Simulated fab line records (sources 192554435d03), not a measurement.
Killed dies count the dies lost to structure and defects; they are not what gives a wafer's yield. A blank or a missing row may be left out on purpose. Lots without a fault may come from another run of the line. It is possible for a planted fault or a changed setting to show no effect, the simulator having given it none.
What tool caused it? || flow n5Finfet || 10 lots with 30 wafers sampled at 3 steps, on a route of 1938 steps

WHAT EACH GAUGE READ, for each wafer
N5_BEOL_M2_INSPECT_59: inspects for defects (darkfield).
{"lot": "L915", "measured": "day 6 23:58", "on": "defectInspect-01", "rawDefectCount": "56 66 51"}
{"lot": "L916", "measured": "day 7 08:46", "on": "defectInspect-02", "rawDefectCount": "58 87 97"}
{"lot": "L922", "measured": "day 9 00:52", "on": "defectInspect-01", "rawDefectCount": "57 64 80"}
{"lot": "L925", "measured": "day 9 11:49", "on": "defectInspect-02", "rawDefectCount": "66 81 61"}
{"lot": "L926", "measured": "day 9 15:35", "on": "defectInspect-02", "rawDefectCount": "56 83 68"}
{"lot": "L927", "measured": "day 10 06:08", "on": "defectInspect-01", "rawDefectCount": "77 69 45"}
{"lot": "L932", "measured": "day 11 22:15", "on": "defectInspect-02", "rawDefectCount": "65 34 53"}
{"lot": "L936", "measured": "day 12 08:35", "on": "defectInspect-01", "rawDefectCount": "95 51 117"}
{"lot": "L933", "measured": "day 12 08:24", "on": "defectInspect-02", "rawDefectCount": "58 71 51"}
{"lot": "L937", "measured": "day 12 10:38", "on": "defectInspect-01", "rawDefectCount": "50 55 74"}

WHAT TOOL EACH LOT RAN ON (gives the tool, then ch and the chambers of the sampled wafers, and finally the start)
{"lot": "L915", "N5_BEOL_M2_SPUTTER_90": "pvdSputter-03, day 6 22:14", "N5_BEOL_M2_SPUTTER_96": "pvdSputter-03, day 6 22:53"}
{"lot": "L916", "N5_BEOL_M2_SPUTTER_90": "pvdSputter-03, day 7 07:00", "N5_BEOL_M2_SPUTTER_96": "pvdSputter-03, day 7 07:40"}
{"lot": "L922", "N5_BEOL_M2_SPUTTER_90": "pvdSputter-03, day 8 23:08", "N5_BEOL_M2_SPUTTER_96": "pvdSputter-03, day 8 23:48"}
{"lot": "L925", "N5_BEOL_M2_SPUTTER_90": "pvdSputter-03, day 9 10:04", "N5_BEOL_M2_SPUTTER_96": "pvdSputter-03, day 9 10:44"}
{"lot": "L926", "N5_BEOL_M2_SPUTTER_90": "pvdSputter-03, day 9 13:51", "N5_BEOL_M2_SPUTTER_96": "pvdSputter-03, day 9 14:31"}
{"lot": "L927", "N5_BEOL_M2_SPUTTER_90": "pvdSputter-02, day 10 04:23", "N5_BEOL_M2_SPUTTER_96": "pvdSputter-02, day 10 05:03"}
{"lot": "L932", "N5_BEOL_M2_SPUTTER_90": "pvdSputter-02, day 11 20:31", "N5_BEOL_M2_SPUTTER_96": "pvdSputter-02, day 11 21:11"}
{"lot": "L936", "N5_BEOL_M2_SPUTTER_90": "pvdSputter-02, day 12 06:02", "N5_BEOL_M2_SPUTTER_96": "pvdSputter-02, day 12 06:42"}
{"lot": "L933", "N5_BEOL_M2_SPUTTER_90": "pvdSputter-01, day 12 06:38", "N5_BEOL_M2_SPUTTER_96": "pvdSputter-01, day 12 07:18"}
{"lot": "L937", "N5_BEOL_M2_SPUTTER_90": "pvdSputter-02, day 12 08:54", "N5_BEOL_M2_SPUTTER_96": "pvdSputter-02, day 12 09:34"}
- N5_BEOL_M2_SPUTTER_90: material Cu, target thk 4.5 nm, time 8.29 s.
- N5_BEOL_M2_SPUTTER_96: material Cu, target thk 4.5 nm, time 8.29 s.

THE ANSWER, worked out from the rows above alone
Rule: the lots themselves supply what counts as usual. The widest of any qualifying gaps counts: lots, ordered by their means at a reading, are off when they make up no more than a third of the lots, leave a main group of 4 or more, and stand apart from it by 3 or more times the standard deviation of that group's means. A main group whose means are all the same, to the digits that the tables above print for the reading, isn't used. Also off: a lot with no number at a reading for which 4 or more lots have one. The other lots that the step has rows for count as sound.
No lot is off at any reading shown: from this, nothing can be told.

WHAT THE SIMULATOR HAD INSERTED
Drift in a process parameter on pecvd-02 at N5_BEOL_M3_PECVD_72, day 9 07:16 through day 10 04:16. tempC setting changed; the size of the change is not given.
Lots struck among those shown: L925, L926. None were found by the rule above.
